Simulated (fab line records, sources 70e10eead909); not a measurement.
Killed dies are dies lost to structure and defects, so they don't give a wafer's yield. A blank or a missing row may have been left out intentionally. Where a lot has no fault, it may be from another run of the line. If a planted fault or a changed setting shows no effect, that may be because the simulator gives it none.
Chamber matching	flow nand harc	NHARC_A_M1_CMP_23 on cmp-02: 4 sister chambers
The step polishes, t overpolish 20 s, target thk 154.34 nm. 16 wafers are shown with their chamber, then 8 later ones without.

WAFERS WITH THEIR CHAMBER
wafer	chamber	motor current A (A)	time to endpoint s (s)
L077.2	1	11.0	29
L077.3	2	11.2	23
L077.5	2	11.9	23
L078.4	1	11.2	28
L078.5	0	15.7	27
L078.6	3	12.0	27
L080.1	1	10.8	29
L080.3	2	11.5	25
L080.5	0	15.0	31
L086.2	0	15.2	34
L086.5	0	14.5	32
L086.6	3	11.3	31
L083.2	1	10.9	32
L083.5	1	11.5	32
L083.6	0	15.4	36
L085.3	2	11.2	27

SIGNATURES, as means of the wafers listed above
reading	chamber 0	chamber 1	chamber 2	chamber 3	scatter within a chamber
motor current A	15.160	11.080	11.450	11.650	0.376
time to endpoint s	32.00	30.00	24.50	29.00	2.57
Rule: for a wafer and a chamber, the distance is found by dividing, reading by reading, the gap between the wafer's reading and the chamber's mean by the reading's scatter, squaring, summing and taking the root. If the next closest chamber is less than 2 further off than the closest, the wafer can't be placed; otherwise it belongs to the closest. How the scatter is found: for the shown wafers, subtract from each reading the mean of its chamber, square and add these, divide the total by (wafers less chambers), then take the root.

WAFERS WITHOUT THEIR CHAMBER
wafer	motor current A (A)	time to endpoint s (s)
L085.4	15.3	34
L085.5	16.0	34
L089.2	12.3	31
L089.3	11.3	26
L089.6	15.3	33
L088.3	12.7	33
L088.4	11.4	27
L088.6	10.8	26

WHICH CHAMBER EACH ONE RAN IN
wafer	from the rows above	in truth
L085.4	0	0
L085.5	0	0
L089.2	can't be placed: 3 or 1 or 2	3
L089.3	can't be placed: 2 or 3 or 1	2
L089.6	0	0
L088.3	can't be placed: 3 or 1 or 2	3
L088.4	can't be placed: 2 or 3 or 1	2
L088.6	can't be placed: 1 or 2 or 3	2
3 of 8 placed correctly. Not placeable from these rows: 5 (in 5, the candidates include the true chamber). Wrongly placed: 0.
